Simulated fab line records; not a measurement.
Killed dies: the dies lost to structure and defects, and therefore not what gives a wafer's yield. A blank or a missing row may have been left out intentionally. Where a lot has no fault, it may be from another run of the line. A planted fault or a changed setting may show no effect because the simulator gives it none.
A lot that was struck, set against a sound lot | flow n5-finfet | 39 steps out of a route of 1938
Sound: the wafers L444.1, L444.2, L444.3. Struck: wafer L445.1. (L445.4, L445.5 of the same lot were not struck and are left out.) The cause comes at the end.
Order at every step that has rows: each side's tool, ch and its chambers, its first start. Under that, the readings that differ: sound wafers | struck wafers | difference of the means | sigmas: that difference in standard deviations of wafers without a fault.
alike: readings with means less than 2 such deviations apart, plus words and numbers identical on both sides. not compared: withheld readings, readings lacking a value on some wafer, bounds such as >300 that could conceal the same value, and numbers that have no deviation in the record and whose values overlap.
The two part at a step that has a row with sigmas, a row that says differs or no value, or rows on one side only. Numbers that don't overlap but have no deviation are shown without sigmas and don't part them. Lack of a reading on every wafer of one side parts them only where that side has two or more wafers.

first, 9 steps without rows for these wafers: N5_BEOL_M4_COAT_05 (resist thk 30 nm); N5_BEOL_M4_EBR_07; N5_BEOL_M4_SOFTBAKE_06 (time 60 s); N5_BEOL_M4_EXPOSE_08 (exposes mask M4); N5_BEOL_M4_PEB_09 (peb time 60 s); N5_BEOL_M4_DEVELOP_10 (develop time 30 s); N5_BEOL_M4_DESCUM_16 (chemistry O2, time 7 s); N5_BEOL_M4_ETCH_74 (etches underlayer in N2/H2, target depth 6.5 nm, time 5.2 s); N5_BEOL_M4_ETCH_63 (etches SiARC in CF4, target depth 15.6 nm, time 26 s).
N5_BEOL_M4_ETCH_64: etches SOC in N2/H2, target depth 75 nm, overetch 22.5 nm, time 121.9 s.
  sound on rie-diel-04 ch 0,1,3, day 11 23:52; struck on rie-diel-04 ch 0, day 12 11:34
  reading                                    | sound             | struck | difference | sigmas
  oes-product-au (a.u.)                      | 0.52 0.58 0.53    | 0.69   | +0.15      | +2
  rf-hours-counter-h (h)                     | 237 136 228       | 241    | +41        |
  model.etch.depth-nm (nm)                   | 59.93 59.89 59.89 | 54.77  | -5.13      |
  model.SiARC_of_BEOL_M4_COAT_62.thk-nm (nm) | 6.2 6.2 6.4       | 8.8    | +2.5       |
  model.BEOL_M4.cd-offset-nm (nm)            | -0.2 -0.2 0       | -1.2   | -1.1       |
  alike: drypump-motor-current-A, h2-flow-sccm, rf-vpp-V, showerhead-plenum-p-Torr, throttle-valve-pct
then, 3 steps without rows for these wafers: N5_BEOL_M4_STRIP_65 (strips in N2/H2); N5_BEOL_M4_STRIP_75 (strips in N2/H2); N5_BEOL_M4_STRIP_66 (strips in CF4).
N5_BEOL_M4_HM_OPEN_17: chemistry Cl2/BCl3, target TiN, target depth 20 nm, overetch 6 nm.
  sound on rie-metal-01 ch 0,1, day 12 00:02; struck on rie-metal-03 ch 0, day 12 11:44
  reading                         | sound       | struck | difference | sigmas
  model.BEOL_M4.cd-offset-nm (nm) | 0 -0.2 -0.2 | -1.2   | -1.1       |
  alike: drypump-motor-current-A, mfc-ar-sccm, oes-product-au, throttle-valve-pct
  not compared: rf-hours-counter-h
then, 1 step without rows for these wafers: N5_BEOL_M4_STRIP_19 (strips in O2).
N5_BEOL_M4_CD_MEAS_18: pitch 36 nm, target cd 18 nm.
  sound: cd-sem-02 at day 12 00:14; struck: cd-sem-03 at day 12 11:55
  reading    | sound          | struck | difference | sigmas
  cd-nm (nm) | 18.0 17.9 17.8 | 16.7   | -1.2       | -4
then, 13 steps without rows for these wafers: N5_BEOL_M4_COAT_67 (time 60 s, resist thk 60 nm); N5_BEOL_M4_COAT_68 (time 60 s, resist thk 12 nm); N5_BEOL_M4_COAT_76 (time 60 s, resist thk 5 nm); N5_BEOL_M4_COAT_22 (resist thk 30 nm); N5_BEOL_M4_EBR_24; N5_BEOL_M4_SOFTBAKE_23 (time 60 s); N5_BEOL_M4_EXPOSE_25 (exposes mask V3, defocus 5 nm); N5_BEOL_M4_PEB_26 (peb time 60 s); N5_BEOL_M4_DEVELOP_27 (develop time 30 s); N5_BEOL_M4_DESCUM_33 (chemistry O2, time 7 s); N5_BEOL_M4_ETCH_77 (etches underlayer in N2/H2, target depth 6.5 nm, time 5.2 s); N5_BEOL_M4_ETCH_69 (etches SiARC in CF4, target depth 15.6 nm, time 26 s); N5_BEOL_M4_ALD_98 (deposits SiO2, target thk 2.5 nm, pulse time 1 s, co reactant pulse time 1 s).
N5_BEOL_M4_ETCHBACK_99: etches SiO2 in CHF3, target depth 5 nm, time 10.4 s.
  sound on rie-diel-01 ch 0,2,3, day 12 07:03; struck on rie-diel-04 ch 3, day 12 18:55
  reading                | sound          | struck | difference | sigmas
  oes-product-au (a.u.)  | 0.84 0.69 0.82 | 0.27   | -0.51      | -5
  rf-hours-counter-h (h) | 54 228 91      | 236    | +112       |
  alike: drypump-motor-current-A, mfc-ar-sccm, oes_f_703_au, rf-vpp-V, showerhead-plenum-p-Torr, throttle-valve-pct
then, 5 steps without rows for these wafers: N5_BEOL_M4_ETCH_70 (etches SOC in N2/H2, target depth 80 nm, overetch 24 nm, time 130 s); N5_BEOL_M4_STRIP_71 (strips in N2/H2); N5_BEOL_M4_STRIP_78 (strips in N2/H2); N5_BEOL_M4_STRIP_83 (strips in C4F6/O2); N5_BEOL_M4_STRIP_36 (strips in N2/H2).
N5_BEOL_M4_OCD_MEAS_38:
  sound: ocd-01 at day 12 07:27; struck: ocd-01 at day 12 19:30
  reading              | sound          | struck | difference | sigmas
  trench-depth-nm (nm) | 56.1 55.6 55.4 | 1.8    | -53.9      | -54
N5_BEOL_M4_CD_MEAS_35: target cd 18 nm, target cd y 22.4 nm.
  sound: cd-sem-01 at day 12 07:36; struck: cd-sem-03 at day 12 19:39
  not compared: cd-nm
N5_BEOL_M4_RC_MEAS_101:
  the record has rows for the sound wafers here (prober-01 ch 0, day 12 11:40) and none for the struck ones
-- a jump in the record: the struck wafers' starts before and after are 5 days apart (it breaks off in module BEOL_M4 and resumes in module PASSIVATION, where the first step shown is number 1936 of the route) --
N5_PASSIVATION_PROBE_49:
  sound: prober-02 at day 17 06:30; struck: prober-02 at day 17 19:22
  reading                  | sound          | struck | difference | sigmas
  defect-limited-yield (%) | 90.0 92.8 91.8 | 4.2    | -87.3      | -62
  killed_at_M0_to_M3       | 38 26 22       | 69     | +40        | +4
  killed_at_M4_up          | 25 27 11       | 1009   | +988       | +99 or more
  killed-dies              | 118 85 97      | 1130   | +1030      | +61
  killed-on-rim            | 9 13 8         | 151    | +141       | +36
  sort_bin_5_function (%)  | 6.5 4.2 4.5    | 91.2   | +86.1      | +91
  sort-n-pass              | 1062 1095 1083 | 50     | -1030      | -61
  sort-yield-pct (%)       | 90.0 92.8 91.8 | 4.2    | -87.3      | -62
  alike: killed-at-contacts, killed-at-front-end, killed-at-other, killed-open, killed-short, sort_bin_6_memory

== WHERE THEY PART ==
Last at N5_PASSIVATION_PROBE_49 as far as this record goes, first at N5_BEOL_M4_ETCH_64.

WHY: the cause the simulator had injected
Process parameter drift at N5_BEOL_M4_ETCH_64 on rie-diel-04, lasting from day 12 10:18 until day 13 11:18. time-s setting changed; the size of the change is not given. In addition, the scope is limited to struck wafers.
